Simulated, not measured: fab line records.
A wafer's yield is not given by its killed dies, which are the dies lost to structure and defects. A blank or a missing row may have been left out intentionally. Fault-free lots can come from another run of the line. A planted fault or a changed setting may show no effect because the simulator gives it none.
Which of the tools did it? / flow nand-harc / 6 lots, 18 wafers sampled, at 5 steps of a route of 1302

## WHAT THE GAUGES SHOWED, per wafer
NHARC_END_SORT_01.
lot=L430; measured=day 31 16:52; on=prober-02; killed-at-array=52 66 60
lot=L435; measured=day 32 08:30; on=prober-02; killed-at-array=676 673 672

## TOOL THAT RAN EACH LOT (tool first, then ch and the chambers of the sampled wafers, then the start)
lot=L423; NHARC_A_STAIRCASE_TRIM_16=rie-diel-04 ch 2,3, day 17 12:11 or earlier; NHARC_A_STAIRCASE_DESCUM_186=rie-diel-10 ch 2,3, day 17 12:11; NHARC_A_STAIRCASE_ETCH_188=rie-diel-10 ch 0,1,2, day 17 12:26; NHARC_A_STAIRCASE_ETCH_194=rie-diel-10 ch 0,1,2, no start
lot=L428; NHARC_A_STAIRCASE_TRIM_16=rie-diel-04 ch 0,1,2, day 19 10:16 or earlier; NHARC_A_STAIRCASE_DESCUM_186=rie-diel-04 ch 1,2, day 19 10:16; NHARC_A_STAIRCASE_ETCH_188=rie-diel-04 ch 1,2,3, day 19 10:31; NHARC_A_STAIRCASE_ETCH_194=rie-diel-04 ch 1,2,3, no start
lot=L430; NHARC_A_STAIRCASE_TRIM_16=rie-diel-04 ch 1,3, day 20 06:07 or earlier; NHARC_A_STAIRCASE_DESCUM_186=rie-diel-10 ch 1,2, day 20 06:07; NHARC_A_STAIRCASE_ETCH_188=rie-diel-10 ch 1,2,3, day 20 06:50; NHARC_A_STAIRCASE_ETCH_194=rie-diel-10 ch 0,2, day 31 16:52 or earlier
lot=L435; NHARC_A_STAIRCASE_TRIM_16=rie-diel-03 ch 0,1, day 22 08:26 or earlier; NHARC_A_STAIRCASE_DESCUM_186=rie-diel-03 ch 0,1,2, day 22 08:26; NHARC_A_STAIRCASE_ETCH_188=rie-diel-03 ch 0,2,3, day 22 08:44; NHARC_A_STAIRCASE_ETCH_194=rie-diel-03 ch 2,3, day 32 08:30 or earlier
lot=L434; NHARC_A_STAIRCASE_TRIM_16=rie-diel-04 ch 1,3, day 22 12:10 or earlier; NHARC_A_STAIRCASE_DESCUM_186=rie-diel-10 ch 1,2, day 22 12:10; NHARC_A_STAIRCASE_ETCH_188=rie-diel-10 ch 0,2, day 22 12:25; NHARC_A_STAIRCASE_ETCH_194=rie-diel-10 ch 1,2,3, no start
lot=L441; NHARC_A_STAIRCASE_TRIM_16=rie-diel-04 ch 0,1,3, day 26 03:10 or earlier; NHARC_A_STAIRCASE_DESCUM_186=rie-diel-04 ch 0,1,2, day 26 03:10; NHARC_A_STAIRCASE_ETCH_188=rie-diel-04 ch 0,2,3, day 26 03:24; NHARC_A_STAIRCASE_ETCH_194=rie-diel-04 ch 0,1,2, no start
- NHARC_A_STAIRCASE_TRIM_16: chemistry O2, time 211.2 s.
- NHARC_A_STAIRCASE_DESCUM_186: chemistry O2, time 3 s.
- NHARC_A_STAIRCASE_ETCH_188: etches the open film in C4F8/O2, target depth 100 nm, time 40.5 s.
- NHARC_A_STAIRCASE_ETCH_194: etches the open film in C4F8/O2, target depth 100 nm, time 40.5 s.

## THE ANSWER, worked out from the rows above alone
Rule: usual is defined by the lots themselves. The widest of any qualifying gaps counts: lots, ordered by their means at a reading, are off when they make up no more than a third of the lots, leave a main group of 4 or more, and stand apart from it by 3 or more times the standard deviation of that group's means. A main group is skipped when, at the precision printed for the reading in the tables above, its means are all equal. A lot without any number at a reading at which 4 lots or more have one is off too. Any other lot the step has rows for is counted as sound.
No lot is off on any of the readings shown, so nothing can be concluded from this.

## WHAT THE SIMULATOR HAD INSERTED
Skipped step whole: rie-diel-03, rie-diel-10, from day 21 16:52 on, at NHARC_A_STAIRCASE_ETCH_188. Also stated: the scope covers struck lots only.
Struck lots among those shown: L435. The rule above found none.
